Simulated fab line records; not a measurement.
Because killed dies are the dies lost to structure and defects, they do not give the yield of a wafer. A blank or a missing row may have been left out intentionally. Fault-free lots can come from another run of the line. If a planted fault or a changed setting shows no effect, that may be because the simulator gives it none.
Problem report in the 8D (eight disciplines) form, filled by code	flow n5 finfet	the parts of the form that need people (team, actions taken, sign-off) are left out

## 1. THE PROBLEM
run length s at N5_BEOL_M5_CO_CAP_78 reads a mean of 208.1 s on 5 wafers of 3 lots; wafers without a fault read 125.0 s with a standard deviation of 0.49. That is +99 or more standard deviations from the usual mean.
The step: material Co, precursor CCTBA/H2, target thk 2 nm, time 102.1 s.
First observed at day 11 13:49: wafer L411.2, on cvd co-02. At this step, 19 wafers from 7 lots have a number in the record. Rule for "out" (also "out of limits"): further than 4 standard deviations from the usual mean. The rest of the wafers with a number are treated as sound.

## 2. WHAT IT IS AND WHAT IT IS NOT
question	is	is not
which readings at this step	run length s	heater power w
which lots	L411, L412, L413	L403, L407, L424, L425
which wafers of those lots	L411.2, L411.4, L412.2, L412.4, L413.4	L411.3, L413.3
read on which tools	cvd co-02	cvd co-01
when	from day 11 13:49	up to then (7 sound wafers); but 7 sound wafers of L413, L424, L425 came after

## 3. SUSPECTS, AND WHAT RULES EACH OUT
Counting: a tool at a process step up to the reading stays a suspect if it ran every lot that is out. Sound lots after the first of them don't rule it out here, since some wafers of a struck lot are sound.
- cvd co-02 at N5_BEOL_M5_CO_CAP_78 (material Co, precursor CCTBA/H2, target thk 2 nm, time 102.1 s): kept. It ran every lot that is out, first L411 (day 11 13:49); its last sound lot up to then is L403 (day 9 09:26). On those wafers its own readings are out: run length s.
Remaining after the count: cvd co-02 at N5_BEOL_M5_CO_CAP_78.

## 4. THE CAUSE (what the simulator had put in)
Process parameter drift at N5_BEOL_M5_CO_CAP_78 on cvd co-02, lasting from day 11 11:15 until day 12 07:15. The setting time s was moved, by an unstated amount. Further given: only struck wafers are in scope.
Counting left only this tool.

## 5. THE CHAIN OF EFFECTS, in route order
One row per reading whose mean, taken over the struck wafers that have a number, lies over 3 standard deviations from the usual. Scope: only readings with a usual standard deviation given in the record; hours: median across lots of the time from each lot's start at the first step in this table that gives one to its start at this step; sigmas: change in usual standard deviations.
hours	step	reading	usual	on struck wafers	change	sigmas
0	N5_BEOL_M5_CO_CAP_78	run length s	125.0 s	208.1	+83.1	+99 or more
Its process steps:
- N5_BEOL_M5_CO_CAP_78: material Co, precursor CCTBA/H2, target thk 2 nm, time 102.1 s.

## 6. HOW IT WOULD HAVE BEEN CAUGHT EARLIER
In this record no reading fell out of limits until day 11 13:49, 3 hours after the fault had begun at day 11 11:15.
